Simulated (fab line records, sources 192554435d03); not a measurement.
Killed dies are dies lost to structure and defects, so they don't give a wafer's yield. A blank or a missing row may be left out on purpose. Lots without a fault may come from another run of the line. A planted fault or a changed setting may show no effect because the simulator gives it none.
One fault seen from 3 desks | flow n5_finfet | each desk has only its own numbers; what lay behind them comes last

THE METROLOGY DESK
What the gauges read, lot by lot, whatever tool the lot ran on: means of the sampled wafers that have a number. A lot is out of limits, marked OUT, if its mean lies more than 4 standard deviations from the usual mean; the brackets give that distance.
Columns: A = cd_nm at N5_PASSIVATION_CD_MEAS_30, usual 3999.2 nm; B = PAD_OVL at N5_PASSIVATION_OVL_MEAS_63, usual -4 nm
lot  | first seen here | A      | B
L327 | day 13 09:55    | 3999.4 | 0
L325 | day 13 13:01    | 3998.4 | -4
L331 | day 15 09:32    | 3998.5 | -6
L332 | day 15 14:38    | 4000.9 | -3
L337 | day 16 12:53    | 4001.0 | -7
L339 | day 16 16:44    | 4000.3 | -5
This desk's finding: nothing out of limits on any of the 6 lots.

THE TOOL OWNER'S DESK: pecvd-02
The tool's own readings at N5_PASSIVATION_PECVD_53 (deposits SiO2 from TEOS/O2, target thk 800 nm, time 169.4 s): means of the sampled wafers that have a number, for each lot that ran on this tool. A lot is out of limits, marked OUT, if its mean lies more than 4 standard deviations from the usual mean; the brackets give that distance.
Columns: A = chamber_pressure_Torr at N5_PASSIVATION_PECVD_53, usual 6.501 Torr; B = run_length_s at N5_PASSIVATION_PECVD_53, usual 197.2 s
lot  | first seen here | A     | B
L332 | day 15 16:07    | 6.481 | 197.8
L337 | day 16 14:08    | 6.489 | 131.1 (-99 or more) OUT
L339 | day 16 17:55    | 6.498 | 131.7 (-99 or more) OUT
This desk's finding: out of limits on L337, L339; first on L337, day 16 14:08 (run_length_s at N5_PASSIVATION_PECVD_53). In limits: L332.

THE DEFECT DESK
What the inspections along the route counted, lot by lot: means of the sampled wafers that have a number. A lot is out of limits, marked OUT, if its mean lies more than 4 standard deviations from the usual mean; the brackets give that distance.
Columns: A = raw_defect_count at N5_PASSIVATION_INSPECT_64, usual 1.8
lot  | first seen here | A
L327 | day 13 09:58    | 2.3
L325 | day 13 13:04    | 1.0
L331 | day 15 09:35    | 2.0
L332 | day 15 14:41    | 1.3
L337 | day 16 12:56    | 0.7
L339 | day 16 16:47    | 1.0
This desk's finding: nothing out of limits on any of the 6 lots.

PUT TOGETHER
The tool owner's desk could have raised an alarm at day 16 14:08, on L337, L339.
The metrology desk saw nothing out of limits.
The defect desk saw nothing out of limits.
The metrology desk has L337, L339 on record, within its limits.
The defect desk has L337, L339 on record, within its limits.
Of the lots named, all ran N5_PASSIVATION_PECVD_53 on pecvd-02.

WHAT THE SIMULATOR HAD PUT IN
Process parameter drift: pecvd-02, from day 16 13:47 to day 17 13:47, at N5_PASSIVATION_PECVD_53. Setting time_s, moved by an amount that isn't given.
Lots struck among those shown: L337, L339.
Hours from the fault's start to each desk's first reading out of limits: the tool owner's desk, 0.
